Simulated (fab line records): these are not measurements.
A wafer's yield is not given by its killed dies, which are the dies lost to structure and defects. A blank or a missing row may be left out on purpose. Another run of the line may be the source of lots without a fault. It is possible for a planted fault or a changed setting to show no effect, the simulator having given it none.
Chamber matching || flow n5-finfet || N5_HKMG_FIN_ALD_74 on ald-hk-03 has 4 sister chambers
The step deposits La2O3, target thk 0.5 nm, pulse time 6 s, co reactant pulse time 1 s. 16 wafers are shown with their chamber, then 8 later ones without.

## WAFERS PAIRED WITH THEIR CHAMBERS
{"wafer": "L074.2", "chamber": 0, "heater-power-w (W)": 305, "precursor-pulse-height-rel": 1.024}
{"wafer": "L074.3", "chamber": 2, "heater-power-w (W)": 326, "precursor-pulse-height-rel": 0.968}
{"wafer": "L074.5", "chamber": 2, "heater-power-w (W)": 324, "precursor-pulse-height-rel": 0.994}
{"wafer": "L075.1", "chamber": 3, "heater-power-w (W)": 394, "precursor-pulse-height-rel": 1.029}
{"wafer": "L075.3", "chamber": 0, "heater-power-w (W)": 308, "precursor-pulse-height-rel": 1.024}
{"wafer": "L075.5", "chamber": 2, "heater-power-w (W)": 334, "precursor-pulse-height-rel": 0.996}
{"wafer": "L078.1", "chamber": 0, "heater-power-w (W)": 309, "precursor-pulse-height-rel": 0.994}
{"wafer": "L078.3", "chamber": 3, "heater-power-w (W)": 408, "precursor-pulse-height-rel": 0.979}
{"wafer": "L078.6", "chamber": 2, "heater-power-w (W)": 335, "precursor-pulse-height-rel": 1.001}
{"wafer": "L080.1", "chamber": 1, "heater-power-w (W)": 367, "precursor-pulse-height-rel": 0.992}
{"wafer": "L080.3", "chamber": 2, "heater-power-w (W)": 326, "precursor-pulse-height-rel": 1.013}
{"wafer": "L080.5", "chamber": 0, "heater-power-w (W)": 300, "precursor-pulse-height-rel": 1.008}
{"wafer": "L081.2", "chamber": 2, "heater-power-w (W)": 324, "precursor-pulse-height-rel": 0.962}
{"wafer": "L081.3", "chamber": 3, "heater-power-w (W)": 404, "precursor-pulse-height-rel": 1.029}
{"wafer": "L081.5", "chamber": 3, "heater-power-w (W)": 410, "precursor-pulse-height-rel": 0.996}
{"wafer": "L082.1", "chamber": 2, "heater-power-w (W)": 333, "precursor-pulse-height-rel": 1.043}

SIGNATURES, as means of the wafers listed above
{"reading": "heater-power-w", "chamber 0": 305.50, "chamber 1": 367.00, "chamber 2": 328.86, "chamber 3": 404.00, "scatter within a chamber": 5.37}
{"reading": "precursor-pulse-height-rel", "chamber 0": 1.01250, "chamber 1": 0.99200, "chamber 2": 0.99671, "chamber 3": 1.00825, "scatter within a chamber": 0.0241}
Rule: for a wafer and a chamber, the distance is found by dividing, reading by reading, the gap between the wafer's reading and the chamber's mean by the reading's scatter, squaring, summing and taking the root. The wafer belongs to the nearest chamber; if the next one is less than 2 further off, it can't be placed. The scatter: take each reading less its chamber's mean, square it, sum over the shown wafers, divide by the number of wafers less the number of chambers, and take the root.

## WAFERS WHOSE CHAMBER IS MISSING
{"wafer": "L082.2", "heater-power-w (W)": 401, "precursor-pulse-height-rel": 0.987}
{"wafer": "L082.3", "heater-power-w (W)": 368, "precursor-pulse-height-rel": 0.986}
{"wafer": "L095.1", "heater-power-w (W)": 371, "precursor-pulse-height-rel": 0.980}
{"wafer": "L095.3", "heater-power-w (W)": 300, "precursor-pulse-height-rel": 1.011}
{"wafer": "L095.4", "heater-power-w (W)": 403, "precursor-pulse-height-rel": 0.999}
{"wafer": "L097.2", "heater-power-w (W)": 330, "precursor-pulse-height-rel": 0.998}
{"wafer": "L097.5", "heater-power-w (W)": 380, "precursor-pulse-height-rel": 0.979}
{"wafer": "L097.6", "heater-power-w (W)": 303, "precursor-pulse-height-rel": 1.008}

## WHICH CHAMBER EACH WENT THROUGH
{"wafer": "L082.2", "from the rows above": 3, "in truth": 3}
{"wafer": "L082.3", "from the rows above": 1, "in truth": 1}
{"wafer": "L095.1", "from the rows above": 1, "in truth": 1}
{"wafer": "L095.3", "from the rows above": 0, "in truth": 0}
{"wafer": "L095.4", "from the rows above": 3, "in truth": 3}
{"wafer": "L097.2", "from the rows above": 2, "in truth": 2}
{"wafer": "L097.5", "from the rows above": 1, "in truth": 1}
{"wafer": "L097.6", "from the rows above": 0, "in truth": 0}
Placed correctly: 8 of 8. Left unplaced by these rows: 0. Placed wrongly: 0.
